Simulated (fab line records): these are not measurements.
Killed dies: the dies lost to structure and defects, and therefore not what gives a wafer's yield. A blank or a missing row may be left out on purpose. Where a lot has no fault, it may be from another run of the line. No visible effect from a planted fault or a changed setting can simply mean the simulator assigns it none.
Chamber matching -- flow nandHarc -- 4 sister chambers for NHARC_P_M2_CMP_23 on cmp-03
The step polishes, t overpolish 20 s, target thk 144.3 nm. 8 wafers are shown with their chamber, then 8 later ones without.

WAFERS WITH THEIR CHAMBER
wafer,chamber,motorCurrentA (A),timeToEndpointS (s)
L081.4,3,12.6,29.8
L081.6,0,13.0,29.1
L085.1,1,13.4,29.0
L085.3,3,12.2,27.6
L089.1,2,10.5,28.0
L089.2,1,13.3,24.7
L089.4,0,13.4,29.0
L088.1,2,10.4,27.1

WAFERS MISSING THEIR CHAMBER
wafer,motorCurrentA (A),timeToEndpointS (s)
L088.4,12.6,27.1
L088.6,13.0,28.2
L095.1,13.4,24.2
L095.3,12.3,24.7
L095.4,10.2,26.4
L097.2,10.2,26.8
L097.4,12.8,24.6
L097.5,10.7,26.7

WHICH CHAMBER EACH WENT THROUGH
wafer,from the rows above,in truth
L088.4,can't be placed: 3 or 0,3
L088.6,can't be placed: 0 or 1 or 3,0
L095.1,can't be placed: 1 or 0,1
L095.3,3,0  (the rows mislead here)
L095.4,2,2
L097.2,2,2
L097.4,can't be placed: 1 or 3 or 0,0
L097.5,2,2
3 of 8 placed correctly. From these rows, 4 cannot be placed; in 4 the true chamber is one of the candidates. Number placed wrongly: 1.
How it was worked out, from the rows above alone: a wafer's distance from a chamber is the root of the sum, over the readings, of the square of ((its reading less the chamber's mean) divided by the reading's scatter). If the next closest chamber is less than 2 further off than the closest, the wafer can't be placed; otherwise it belongs to the closest. A chamber's mean is the mean of its shown wafers. The scatter is the square root of a quotient: the sum, over the shown wafers, of each reading's squared deviation from its chamber's mean, divided by wafers minus chambers.
